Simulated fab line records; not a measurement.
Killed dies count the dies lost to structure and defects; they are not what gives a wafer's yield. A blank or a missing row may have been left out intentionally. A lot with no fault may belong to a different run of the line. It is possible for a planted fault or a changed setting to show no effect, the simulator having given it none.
Matching of chambers -- flow nand harc -- NHARC_A_CONTACT_ETCH_110 on rie diel-08 has 4 sister chambers
The step etches the open film in CF4/O2, target depth 60 nm, overetch 6 nm, time 33 s. 4 wafers are shown with their chamber, then 9 later ones without.

## EACH WAFER AND ITS CHAMBER
wafer,chamber,drypump motor current A (A)
L961.4,3,6.2
L963.2,2,6.0
L963.5,0,5.9
L963.6,1,5.8

## WAFERS MISSING THEIR CHAMBER
wafer,drypump motor current A (A)
L964.1,6.0
L964.2,5.8
L964.4,6.1
L966.1,6.0
L966.4,6.2
L966.6,5.8
L973.2,5.9
L974.1,5.8
L974.6,5.8

## CHAMBER TAKEN BY EACH
wafer,from the rows above,in truth
L964.1,2,2
L964.2,1,1
L964.4,can't be placed: 2 or 3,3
L966.1,2,2
L966.4,3,3
L966.6,1,1
L973.2,0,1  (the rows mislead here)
L974.1,1,1
L974.6,1,1
Correct placement for 7 of the 9. Not placeable from these rows: 1 (in 1, the candidates include the true chamber). Number placed wrongly: 1.
How it was worked out, from the rows above alone: a wafer's distance from a chamber is the root of the sum, over the readings, of the square of ((its reading less the chamber's mean) divided by the reading's scatter). The wafer belongs to the nearest chamber; if the next one is less than 2 further off, it can't be placed. For every chamber, the mean is computed from those of its wafers that are shown. The scatter: with one shown wafer a chamber, the root of the mean of the squares of how far each hidden wafer lies from its nearest shown one.
